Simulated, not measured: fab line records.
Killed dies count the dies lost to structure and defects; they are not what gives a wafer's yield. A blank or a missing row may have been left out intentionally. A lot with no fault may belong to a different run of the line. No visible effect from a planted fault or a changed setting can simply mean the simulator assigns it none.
Matching of chambers :: flow n5-finfet :: 4 sister chambers for N5_BEOL_M7_ETCH_61 on rie-diel-02
The step etches SiARC in CF4, target depth 45.5 nm, time 75.8 s. 14 wafers are shown with their chamber, then 7 later ones without.

## WAFERS, EACH WITH ITS CHAMBER
wafer: L075.1
chamber: 3
throttle-valve-pct (%): 16.03
drypump-motor-current-A (A): 4.9
showerhead-plenum-p-Torr (Torr): 2.04

wafer: L075.4
chamber: 3
throttle-valve-pct (%): 16.04
drypump-motor-current-A (A): 4.9
showerhead-plenum-p-Torr (Torr): 2.04

wafer: L075.6
chamber: 0
throttle-valve-pct (%): 15.25
drypump-motor-current-A (A): 5.7
showerhead-plenum-p-Torr (Torr): 2.18

wafer: L076.3
chamber: 0
throttle-valve-pct (%): 15.24
drypump-motor-current-A (A): 5.7
showerhead-plenum-p-Torr (Torr): 2.18

wafer: L076.5
chamber: 3
throttle-valve-pct (%): 16.03
drypump-motor-current-A (A): 4.9
showerhead-plenum-p-Torr (Torr): 2.04

wafer: L076.6
chamber: 2
throttle-valve-pct (%): 15.87
drypump-motor-current-A (A): 5.9
showerhead-plenum-p-Torr (Torr): 2.15

wafer: L077.2
chamber: 3
throttle-valve-pct (%): 16.03
drypump-motor-current-A (A): 4.9
showerhead-plenum-p-Torr (Torr): 2.04

wafer: L077.4
chamber: 0
throttle-valve-pct (%): 15.26
drypump-motor-current-A (A): 5.6
showerhead-plenum-p-Torr (Torr): 2.18

wafer: L077.5
chamber: 3
throttle-valve-pct (%): 16.04
drypump-motor-current-A (A): 4.9
showerhead-plenum-p-Torr (Torr): 2.04

wafer: L080.2
chamber: 3
throttle-valve-pct (%): 16.05
drypump-motor-current-A (A): 4.9
showerhead-plenum-p-Torr (Torr): 2.04

wafer: L080.3
chamber: 1
throttle-valve-pct (%): 15.23
drypump-motor-current-A (A): 6.3
showerhead-plenum-p-Torr (Torr): 2.11

wafer: L080.6
chamber: 0
throttle-valve-pct (%): 15.26
drypump-motor-current-A (A): 5.7
showerhead-plenum-p-Torr (Torr): 2.17

wafer: L089.4
chamber: 2
throttle-valve-pct (%): 15.90
drypump-motor-current-A (A): 5.8
showerhead-plenum-p-Torr (Torr): 2.14

wafer: L089.5
chamber: 1
throttle-valve-pct (%): 15.26
drypump-motor-current-A (A): 6.3
showerhead-plenum-p-Torr (Torr): 2.10

SIGNATURES (averages over the wafers above)
reading: throttle-valve-pct
chamber 0: 15.2525
chamber 1: 15.2450
chamber 2: 15.8850
chamber 3: 16.0367
scatter within a chamber: 0.0123

reading: drypump-motor-current-A
chamber 0: 5.675
chamber 1: 6.300
chamber 2: 5.850
chamber 3: 4.900
scatter within a chamber: 0.0354

reading: showerhead-plenum-p-Torr
chamber 0: 2.1775
chamber 1: 2.1050
chamber 2: 2.1450
chamber 3: 2.0400
scatter within a chamber: 0.00418
Rule: for each reading, subtract the chamber's mean from the wafer's reading, divide by that reading's scatter and square the result; add these up over the readings and take the root, which gives the wafer's distance from the chamber. If the next closest chamber is less than 2 further off than the closest, the wafer can't be placed; otherwise it belongs to the closest. The scatter: the root of (the sum of the squares of (reading less its chamber's mean) over the shown wafers, divided by (wafers less chambers)).

## WAFERS MISSING THEIR CHAMBER
wafer: L089.6
throttle-valve-pct (%): 15.27
drypump-motor-current-A (A): 5.7
showerhead-plenum-p-Torr (Torr): 2.17

wafer: L091.3
throttle-valve-pct (%): 16.07
drypump-motor-current-A (A): 4.9
showerhead-plenum-p-Torr (Torr): 2.03

wafer: L091.5
throttle-valve-pct (%): 15.27
drypump-motor-current-A (A): 6.4
showerhead-plenum-p-Torr (Torr): 2.10

wafer: L091.6
throttle-valve-pct (%): 15.91
drypump-motor-current-A (A): 5.8
showerhead-plenum-p-Torr (Torr): 2.14

wafer: L092.2
throttle-valve-pct (%): 15.92
drypump-motor-current-A (A): 5.8
showerhead-plenum-p-Torr (Torr): 2.14

wafer: L092.3
throttle-valve-pct (%): 16.08
drypump-motor-current-A (A): 4.9
showerhead-plenum-p-Torr (Torr): 2.03

wafer: L092.6
throttle-valve-pct (%): 15.28
drypump-motor-current-A (A): 6.4
showerhead-plenum-p-Torr (Torr): 2.10

## WHICH CHAMBER EACH ONE RAN IN
wafer: L089.6
from the rows above: 0
in truth: 0

wafer: L091.3
from the rows above: 3
in truth: 3

wafer: L091.5
from the rows above: 1
in truth: 1

wafer: L091.6
from the rows above: 2
in truth: 2

wafer: L092.2
from the rows above: 2
in truth: 2

wafer: L092.3
from the rows above: 3
in truth: 3

wafer: L092.6
from the rows above: 1
in truth: 1
7 of 7 placed correctly. Number that these rows cannot place: 0. Wrongly placed: 0.
